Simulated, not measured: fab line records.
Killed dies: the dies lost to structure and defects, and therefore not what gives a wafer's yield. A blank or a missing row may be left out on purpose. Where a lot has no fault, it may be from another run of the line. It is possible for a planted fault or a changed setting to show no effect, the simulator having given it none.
Struck lot and sound lot, side by side :: flow n5-finfet :: 38 steps out of a route of 1938
Sound: the wafers L998.2, L998.3, L998.4. Wafers L101.1, L101.3, L101.5 were the ones struck. The cause comes at the end.
At each step with rows: each side's tool, then ch and its chambers, then its first start. Under that, the readings that differ: sound wafers :: struck wafers :: difference of the means :: sigmas: that difference in standard deviations of wafers without a fault.
alike: readings whose means differ by less than 2 such deviations, and words and numbers that are the same on both sides. not compared: withheld readings, readings that some wafer has no value for, bounds like >300 that may hide the same value, and numbers for which the record gives no deviation and whose values overlap.
The two part at a step that has a row with sigmas, a row that says differs or no value, or rows on one side only. Non-overlapping numbers with no deviation appear without sigmas and do not part them. A reading missing from all wafers of one side parts the sides only when that side holds two or more wafers.

first, 9 steps without rows for these wafers: N5_MOL_CONTACT_COAG_SPUTTER_130 (material Co, target thk 47.5 nm); N5_MOL_CONTACT_COAG_PRECLEAN_125 (cleans in DIW, time 57.5 s); N5_MOL_CONTACT_COAG_SRD_126 (dry time 32 s); N5_MOL_CONTACT_COAG_CMP_23 (polishes, stops on SiO2, t overpolish 1.5 s, target thk 0 nm); N5_MOL_CONTACT_COAG_WET_ETCH_26 (target Co, target depth 13 nm); N5_MOL_CONTACT_COAG_WET_ETCH_116 (etches the open film in SC1-inhibited, target depth 4.6 nm, rinse time 30 s); N5_MOL_CONTACT_COAG_ALD_27 (deposits SiOC, target thk 17 nm, pulse time 1.5 s, time 2720 s); N5_MOL_CONTACT_COAG_CMP_28 (polishes, stops on SiNx, t overpolish 0.85 s, target thk 14.522 nm); N5_MOL_CONTACT_COAG_ALD_123 (deposits SiNx, target thk 5 nm, pulse time 1 s, purge time 2 s).
N5_MOL_CONTACT_COAG_PECVD_31: deposits SiO2 from TEOS/O2, target thk 46 nm, time 8.9 s.
  sound on pecvd-02 ch 1,2, day 7 11:49; struck on pecvd-02 ch 0,1, day 8 08:07
reading: susceptor-temp-C (C)
sound: 399.88 400.08 400.23
struck: 393.40 393.52 393.41
difference: -6.62
sigmas: -30

reading: model.SiO2_of_MOL_CONTACT_COAG_PECVD_31.thk-nm (nm)
sound: 46 46.6 46.8
struck: 47.6 47.4 48.6
difference: +1.4
sigmas: 
then, 19 steps without rows for these wafers: N5_MOL_CONTACT_COAG_COAT_75 (time 60 s, resist thk 60 nm); N5_MOL_CONTACT_COAG_COAT_76 (time 60 s, resist thk 10 nm); N5_MOL_CONTACT_COAG_COAT_77 (time 60 s, resist thk 10 nm); N5_MOL_CONTACT_COAG_COAT_78 (resist thk 40 nm); N5_MOL_CONTACT_COAG_EBR_80; N5_MOL_CONTACT_COAG_SOFTBAKE_79 (time 60 s); N5_MOL_CONTACT_COAG_EXPOSE_81 (exposes mask VG, defocus 0 nm); N5_MOL_CONTACT_COAG_PEB_82 (peb time 60 s); N5_MOL_CONTACT_COAG_DEVELOP_83 (develop time 30 s); N5_MOL_CONTACT_COAG_DESCUM_88 (chemistry O2, time 7 s); N5_MOL_CONTACT_COAG_ETCH_89 (etches underlayer in N2/H2, target depth 13 nm, time 10.4 s); N5_MOL_CONTACT_COAG_ETCH_90 (etches SiARC in CF4, target depth 13 nm, time 21.7 s); N5_MOL_CONTACT_COAG_ALD_131 (deposits SiO2, target thk 5 nm, pulse time 1 s, co reactant pulse time 1 s); N5_MOL_CONTACT_COAG_ETCHBACK_132 (etches SiO2 in CHF3, target depth 10 nm, time 6.7 s); N5_MOL_CONTACT_COAG_ETCH_91 (etches SOC in N2/H2, target depth 60 nm, overetch 21 nm, time 101.2 s); N5_MOL_CONTACT_COAG_STRIP_92 (strips in N2/H2); N5_MOL_CONTACT_COAG_STRIP_93 (strips in N2/H2); N5_MOL_CONTACT_COAG_ETCHBACK_135 (etches SiO2 in CHF3, target depth 25 nm, time 16.7 s); N5_MOL_CONTACT_COAG_STRIP_118 (strips in CHF3).
N5_MOL_CONTACT_COAG_VIA_ETCH_46: etches SiO2 in C4F6/O2, target depth 46 nm, overetch 9.2 nm, time 40 s.
  sound on rie-diel-05 ch 0,1,3, day 7 12:58; struck on rie-diel-02 ch 0,1, day 8 09:17
reading: drypump-motor-current-A (A)
sound: 5.2 4.9 5.9
struck: 6.4 6.6 6.6
difference: +1.2
sigmas: +3

reading: model.etch.depth-nm (nm)
sound: 46.05 46.65 46.87
struck: 47.54 47.31 48.58
difference: +1.29
sigmas: 
  alike: oes-product-au, rf-fwd-power-W, rf-vpp-V, showerhead-plenum-p-Torr, throttle-valve-pct
  not compared: rf-hours-counter-h
then, 5 steps without rows for these wafers: N5_MOL_CONTACT_COAG_STRIP_96 (strips in N2/H2); N5_MOL_CONTACT_COAG_ETCH_47 (etches SiNx in CH3F/O2, stops on W, target depth 27 nm); N5_MOL_CONTACT_COAG_STRIP_119 (strips in N2/H2, time 30 s); N5_MOL_CONTACT_COAG_PRECLEAN_144 (cleans in alkaline clean, time 60 s); N5_MOL_CONTACT_COAG_SRD_145 (time 30 s).
N5_MOL_CONTACT_COAG_CMP_52: polishes, stops on SiO2, t overpolish 1.5 s, target thk 66.5 nm.
  sound on cmp-02 ch 0,1,3, day 7 15:10; struck on cmp-04 ch 0,1, day 8 11:50
reading: model.SiO2_of_MOL_CONTACT_COAG_PECVD_31.thk-nm (nm)
sound: 44 44.6 44.8
struck: 45.4 45.2 46.6
difference: +1.3
sigmas: 
  alike: edge-zone-pressure-frac, motor-current-A, overpolish-run-s, time-to-endpoint-s
N5_MOL_CONTACT_COAG_THK_MEAS_53:
  sound on film-metro-02 at day 7 15:28; struck on film-metro-02 at day 8 12:08
reading: VIA_MOL_THK (nm)
sound: 44.0 44.7 44.8
struck: 45.5 45.2 46.5
difference: +1.2
sigmas: +2
-- here the record skips 3 days between the struck wafers' starts before and after, leaving off in module MOL_CONTACT_COAG and picking up in module BEOL_M4 (first step shown: number 1111 of the route) --
N5_BEOL_M4_RC_MEAS_101:
  sound on prober-01 ch 0, day 10 08:20; struck on prober-01 ch 0, day 11 08:23
reading: DIBL_N (mV/V)
sound: 36.5 39.5 36.0
struck: 35.2 33.8 34.0
difference: -3.0
sigmas: -2

reading: ION_P (uA/um)
sound: 454 459 444
struck: 470 468 467
difference: +16
sigmas: +2
  alike: DIBL_P, IOFF_N, IOFF_P, ION_N, SS_N, SS_P, VT_N, VT_P

## WHERE THEY PART
At N5_MOL_CONTACT_COAG_PECVD_31 first; at N5_BEOL_M4_RC_MEAS_101 last (within this record only).

WHY: what had been put in by the simulator
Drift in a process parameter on pecvd-02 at N5_MOL_CONTACT_COAG_PECVD_31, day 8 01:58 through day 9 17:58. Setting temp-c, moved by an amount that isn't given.
